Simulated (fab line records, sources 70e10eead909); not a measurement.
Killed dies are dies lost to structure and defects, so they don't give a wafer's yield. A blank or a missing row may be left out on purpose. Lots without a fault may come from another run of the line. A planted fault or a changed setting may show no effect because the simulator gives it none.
Problem report in the 8D (eight disciplines) form, filled by code | flow nand_harc | the parts of the form that need people (team, actions taken, sign-off) are left out

1. THE PROBLEM
run_length_s at NHARC_A_WL_FILL_ETCHBACK_17 reads a mean of 42.2 s on 3 wafers of 1 lot; wafers without a fault read 48.1 s with a standard deviation of 0.35. That is -17 standard deviations from the usual mean.
The step: etches the open film in Cl2/BCl3, target depth 4 nm, time 26.7 s.
First seen on wafer L932.2, day 24 22:17, on rie_metal-01. The record holds 36 wafers of 12 lots with a number at this step. Rule for "out", or "out of limits": more than 4 standard deviations from the usual mean. The other wafers with a number count as sound.

2. WHAT IT IS AND WHAT IT IS NOT
question                    | is                     | is not
which readings at this step | run_length_s           | drypump_motor_current_A
which lots                  | L932                   | L922, L926, L933, L937, L938, L939, L940, L941, L942, L944, L945
which wafers of those lots  | all that have a number | -
read on which tools         | rie_metal-01           | rie_metal-02, rie_metal-03
when                        | from day 24 22:17      | up to then (9 sound wafers); but 24 sound wafers of L937, L938, L939, L940, L941, L942, L944, L945 came after

3. SUSPECTS, AND WHAT RULES EACH OUT
Counting: a tool at a process step up to the reading stays a suspect if it ran every lot that is out and no sound lot after the first of them.
- rie_diel-12 at NHARC_A_SLIT_DESCUM_14 (chemistry O2, time 3 s): ruled out as a lasting fault. Sound lots L937, L940 ran on it after its first lot that is out, L932 (day 23 21:51).
- rtp_anneal-01 at NHARC_A_WL_FILL_RTA_01 (time 5 s): ruled out as a lasting fault. Sound lots L939, L940 ran on it after its first lot that is out, L932 (day 24 10:44).
- rie_metal-01 at NHARC_A_WL_FILL_ETCHBACK_17 (etches the open film in Cl2/BCl3, target depth 4 nm, time 26.7 s): ruled out as a lasting fault. Sound lots L942, L944, L945 ran on it after its first lot that is out, L932 (day 24 22:17).
Left after counting: nothing in the record.

4. THE CAUSE (what the simulator had put in)
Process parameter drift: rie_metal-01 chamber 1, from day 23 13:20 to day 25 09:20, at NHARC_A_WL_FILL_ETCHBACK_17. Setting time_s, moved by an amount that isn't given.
Counting ruled it out, wrongly.

5. THE CHAIN OF EFFECTS, in route order
Each row: a reading whose mean over the struck wafers that have a number lies more than 3 standard deviations from the usual. Only readings for which the record gives a usual standard deviation are gone through. hours: the time from each lot's start at the first step in this table that gives one to its start at this step, as a median over the lots. sigmas: the change in usual standard deviations.
hours | step                        | reading             | usual  | on struck wafers | change | sigmas
0     | NHARC_A_WL_FILL_ETCHBACK_17 | run_length_s        | 48.1 s | 42.2             | -5.9   | -17
83    | NHARC_END_SORT_01           | killed_at_periphery | 3.6    | 11.0             | +7.4   | +3.2
The process steps in it:
- NHARC_A_WL_FILL_ETCHBACK_17: etches the open film in Cl2/BCl3, target depth 4 nm, time 26.7 s.

6. WHAT WOULD HAVE CAUGHT IT SOONER
In this record the first reading out of limits was taken at day 24 22:17, 33 hours after the fault began at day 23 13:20.
